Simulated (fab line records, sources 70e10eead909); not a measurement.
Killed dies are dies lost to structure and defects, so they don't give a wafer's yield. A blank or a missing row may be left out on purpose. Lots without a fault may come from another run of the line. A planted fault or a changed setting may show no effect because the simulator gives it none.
Problem report in the 8D (eight disciplines) form, filled by code | flow nand_harc | the parts of the form that need people (team, actions taken, sign-off) are left out

1. THE PROBLEM
sort_bin_3_pct at NHARC_END_SORT_01 reads a mean of 5.61 % on 1 wafer of 1 lot; wafers without a fault read 0.25 % with a standard deviation of 0.21. That is +26 standard deviations from the usual mean.
First seen on wafer L937.1, day 22 20:50, on prober-02. The record holds 36 wafers of 12 lots with a number at this step. Rule for "out", or "out of limits": more than 4 standard deviations from the usual mean. The other wafers with a number count as sound.

2. WHAT IT IS AND WHAT IT IS NOT
question                    | is                                                                                                              | is not
which readings at this step | sort_bin_3_pct, defect_limited_yield, killed_at_array, killed_dies, sort_bin_2_pct, sort_n_pass, sort_yield_pct | killed_at_other, killed_at_periphery, killed_open, killed_short, sort_bin_4_pct, sort_rim_yield_pct
which lots                  | L937                                                                                                            | L922, L924, L925, L926, L928, L931, L939, L940, L941, L943, L944
which wafers of those lots  | L937.1                                                                                                          | L937.4, L937.5
read on which gauges        | prober-02                                                                                                       | prober-01
when                        | from day 22 20:50                                                                                               | up to then (18 sound wafers); but 17 sound wafers of L937, L939, L940, L941, L943, L944 came after

3. SUSPECTS, AND WHAT RULES EACH OUT
Counting: a tool at a process step up to the reading stays a suspect if it ran every lot that is out. Sound lots after the first of them don't rule it out here, since some wafers of a struck lot are sound.
- the gauge at NHARC_END_SORT_01: kept. All the wafers that are out were read on prober-02, and no step on other tools shows them out.
- pvd_sputter-01 at NHARC_A_BONDPAD_PVD_27 (deposits Cu, target thk 30 nm, time 20.49 s): kept. It ran the lot that is out, L937 (day 21 12:13); its last sound lot up to then is L926 (day 18 20:13).
- plasma_asher-02 at NHARC_THIN_TSV_STRIP_62 (strips in N2/H2, time 20 s): kept. It ran the lot that is out, L937 (day 22 05:28); its last sound lot up to then is L928 (day 20 01:47).
- pvd_sputter-03 at NHARC_THIN_TSV_DEGAS_49 (time 120 s): kept. It ran the lot that is out, L937 (day 22 05:38).
- pvd_sputter-03 at NHARC_THIN_TSV_PRE_CLEAN_54 (time 30 s): kept. It ran the lot that is out, L937 (day 22 07:43); its last sound lot up to then is L926 (day 19 18:20).
Left after counting: pvd_sputter-01 at NHARC_A_BONDPAD_PVD_27, plasma_asher-02 at NHARC_THIN_TSV_STRIP_62, pvd_sputter-03 at NHARC_THIN_TSV_DEGAS_49, pvd_sputter-03 at NHARC_THIN_TSV_PRE_CLEAN_54, prober-02 at NHARC_END_SORT_01.

4. THE CAUSE (what the simulator had put in)
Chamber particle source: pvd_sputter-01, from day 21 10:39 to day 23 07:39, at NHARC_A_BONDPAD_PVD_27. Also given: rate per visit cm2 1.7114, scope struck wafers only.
Counting left 5 suspects, and this tool is among them.

5. THE CHAIN OF EFFECTS, in route order
Each row: a reading whose mean over the struck wafers that have a number lies more than 3 standard deviations from the usual. Only readings for which the record gives a usual standard deviation are gone through. hours: the time from each lot's start at the first step in this table that gives one to its start at this step, as a median over the lots. sigmas: the change in usual standard deviations.
hours | step              | reading              | usual  | on struck wafers | change | sigmas
0     | NHARC_END_SORT_01 | defect_limited_yield | 95.5 % | 84.0             | -11.5  | -8.8
0     | NHARC_END_SORT_01 | killed_at_array      | 27     | 106              | +79    | +9.0
0     | NHARC_END_SORT_01 | killed_dies          | 31     | 108              | +77    | +8.8
0     | NHARC_END_SORT_01 | sort_bin_2_pct       | 1.3 %  | 5.8              | +4.5   | +8.0
0     | NHARC_END_SORT_01 | sort_bin_3_pct       | 0.25 % | 5.61             | +5.36  | +26
0     | NHARC_END_SORT_01 | sort_n_pass          | 646    | 569              | -77    | -8.8
0     | NHARC_END_SORT_01 | sort_yield_pct       | 95.5 % | 84.0             | -11.5  | -8.8

6. WHAT WOULD HAVE CAUGHT IT SOONER
In this record the first reading out of limits at a measuring or inspecting step was taken at day 22 20:50, 34 hours after the fault began at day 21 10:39.
Of the tool readings at NHARC_A_BONDPAD_PVD_27 for which the record gives a usual standard deviation, none was out on any struck wafer, so an alarm limit of 4 standard deviations on them would not have fired.
All the lots that are out (1) had begun NHARC_A_BONDPAD_PVD_27 on pvd_sputter-01 by day 22 20:50. A hold on the tool at that time would have spared none of them.
